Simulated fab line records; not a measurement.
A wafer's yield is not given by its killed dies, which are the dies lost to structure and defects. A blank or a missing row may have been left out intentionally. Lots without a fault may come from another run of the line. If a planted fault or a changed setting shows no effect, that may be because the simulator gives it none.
Matching of chambers :: flow n5Finfet :: 4 sister chambers for N5_BEOL_M15_ETCH_61 on rieDiel-02
The step etches BARC in N2/H2, target depth 89 nm, overetch 26.7 nm, time 67.9 s. 8 wafers are shown with their chamber, then 7 later ones without.

WAFERS, EACH WITH ITS CHAMBER
wafer: L074.5
chamber: 3
showerheadPlenumPTorr (Torr): 2.60
throttleValvePct (%): 17.79

wafer: L078.6
chamber: 1
showerheadPlenumPTorr (Torr): 2.47
throttleValvePct (%): 17.61

wafer: L083.6
chamber: 2
showerheadPlenumPTorr (Torr): 2.44
throttleValvePct (%): 17.66

wafer: L088.1
chamber: 3
showerheadPlenumPTorr (Torr): 2.59
throttleValvePct (%): 17.84

wafer: L088.2
chamber: 0
showerheadPlenumPTorr (Torr): 2.70
throttleValvePct (%): 17.29

wafer: L088.4
chamber: 2
showerheadPlenumPTorr (Torr): 2.44
throttleValvePct (%): 17.68

wafer: L089.1
chamber: 0
showerheadPlenumPTorr (Torr): 2.70
throttleValvePct (%): 17.28

wafer: L089.3
chamber: 1
showerheadPlenumPTorr (Torr): 2.46
throttleValvePct (%): 17.63

WAFERS MISSING THEIR CHAMBER
wafer: L089.6
showerheadPlenumPTorr (Torr): 2.46
throttleValvePct (%): 17.66

wafer: L093.1
showerheadPlenumPTorr (Torr): 2.70
throttleValvePct (%): 17.29

wafer: L093.4
showerheadPlenumPTorr (Torr): 2.59
throttleValvePct (%): 17.87

wafer: L093.5
showerheadPlenumPTorr (Torr): 2.46
throttleValvePct (%): 17.65

wafer: L096.1
showerheadPlenumPTorr (Torr): 2.69
throttleValvePct (%): 17.29

wafer: L096.5
showerheadPlenumPTorr (Torr): 2.43
throttleValvePct (%): 17.71

wafer: L096.6
showerheadPlenumPTorr (Torr): 2.46
throttleValvePct (%): 17.65

EACH ONE'S CHAMBER
wafer: L089.6
from the rows above: can't be placed: 1 or 2
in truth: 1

wafer: L093.1
from the rows above: 0
in truth: 0

wafer: L093.4
from the rows above: 3
in truth: 3

wafer: L093.5
from the rows above: 1
in truth: 1

wafer: L096.1
from the rows above: 0
in truth: 0

wafer: L096.5
from the rows above: 2
in truth: 2

wafer: L096.6
from the rows above: 1
in truth: 1
Correctly placed: 6 of 7. These rows do not allow placing 1 (true chamber among the candidates in 1). Placed wrongly: 0.
How it was worked out, from the rows above alone: a wafer's distance from a chamber is the root of the sum, over the readings, of the square of ((its reading less the chamber's mean) divided by the reading's scatter). If the next closest chamber is less than 2 further off than the closest, the wafer can't be placed; otherwise it belongs to the closest. The mean given for a chamber averages the wafers shown for that chamber. The scatter: take each reading less its chamber's mean, square it, sum over the shown wafers, divide by the number of wafers less the number of chambers, and take the root.
